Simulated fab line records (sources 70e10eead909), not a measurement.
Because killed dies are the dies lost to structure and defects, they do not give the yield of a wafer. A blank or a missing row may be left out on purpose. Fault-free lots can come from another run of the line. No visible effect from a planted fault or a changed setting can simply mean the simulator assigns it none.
A struck lot beside a sound one -- flow nand harc -- 15 out of 1159 route steps
Sound: these wafers, L964.1, L964.4, L964.6. Struck: wafers L968.1, L968.4. (L968.5 of the same lot was not struck and is left out.) The cause comes at the end.
Each step with rows lists, per side, the tool, then ch with its chambers, then its first start. Under that, the readings that differ: sound wafers -- struck wafers -- difference of the means -- sigmas: that difference in standard deviations of wafers without a fault.
alike: words and numbers the same on both sides, and readings whose means are apart by under 2 such deviations; not compared: readings that were withheld, readings missing a value for some wafer, numbers with overlapping values and no deviation given by the record, and bounds like >300 which may hide the same value.
A row with sigmas, a row that says differs or no value, or rows on one side alone: a step with any of these is where the two part. Numbers that don't overlap but have no deviation are shown without sigmas and don't part them. A reading missing from all wafers of one side parts the sides only when that side holds two or more wafers.

first, 7 steps without rows for these wafers: NHARC_A_BLC_COAT_03 (time 65 s); NHARC_A_BLC_COAT_04 (resist thk 90 nm); NHARC_A_BLC_SOFTBAKE_05 (time 55 s); NHARC_A_BLC_EBR_06; NHARC_A_BLC_EXPOSE_07 (exposes mask A BLC, target cd 100 nm); NHARC_A_BLC_PEB_08 (peb time 65 s); NHARC_A_BLC_DEVELOP_09 (develop time 35 s).
NHARC_A_BLC_CD_MEAS_10 targets a cd of 100 nm.
  sound on cd sem-01 ch 0, day 18 09:08; struck on cd sem-01 ch 0, day 19 06:04
  alike: cd nm
NHARC_A_BLC_OVL_MEAS_11:
  sound on overlay-01 at day 18 09:13; struck on overlay-01 at day 19 06:08
  alike: overlay x nm, overlay y nm
NHARC_A_BLC_INSPECT_12:
  sound on defect inspect-02 at day 18 09:15; struck on defect inspect-01 at day 19 06:12
reading,sound,struck,difference,sigmas
raw defect count,7 11 9,43 50,+38,+3
NHARC_A_BLC_DESCUM_15: chemistry O2, time 3 s.
  sound on rie diel-08 ch 0,3, day 18 09:20; struck on rie diel-08 ch 1,2, day 19 06:16
  alike: drypump motor current A, oes product au, rf vpp V, showerhead plenum p Torr, throttle valve pct
  not compared: rf hours counter h
NHARC_A_BLC_ETCH_16: etches the open film in CF4, target depth 39 nm, time 65 s.
  sound on rie diel-08 ch 0,1, day 18 09:25; struck on rie diel-08 ch 1,2, day 19 06:21
  alike: drypump motor current A, oes product au, rf vpp V, showerhead plenum p Torr, throttle valve pct
  not compared: rf hours counter h
NHARC_A_BLC_ETCH_17: etches the open film in N2/H2, target depth 390 nm, time 609.38 s.
  sound on rie diel-08 ch 1,3, day 18 09:31; struck on rie diel-08 ch 0,3, day 19 06:29
reading,sound,struck,difference,sigmas
oes product au (a.u.),0.997 0.992 0.999,0.887 0.875,-0.115,-13
  alike: drypump motor current A, rf vpp V, showerhead plenum p Torr, throttle valve pct
  not compared: rf hours counter h
NHARC_A_BLC_ETCH_18: etches the open film in C4F8/O2/Ar, target depth 910 nm.
  sound on rie diel-08 ch 0,3; struck on rie diel-08 ch 0,2
  alike: oes product au, rf vpp V
  not compared: rf hours counter h
NHARC_END_SORT_01:
  the record has rows for the struck wafers here (prober-02 ch 0, day 21 05:01) and none for the sound ones

== WHERE THEY PART ==
Earliest at NHARC_A_BLC_INSPECT_12; latest, in this record, at NHARC_END_SORT_01.

WHY: the cause the simulator had injected
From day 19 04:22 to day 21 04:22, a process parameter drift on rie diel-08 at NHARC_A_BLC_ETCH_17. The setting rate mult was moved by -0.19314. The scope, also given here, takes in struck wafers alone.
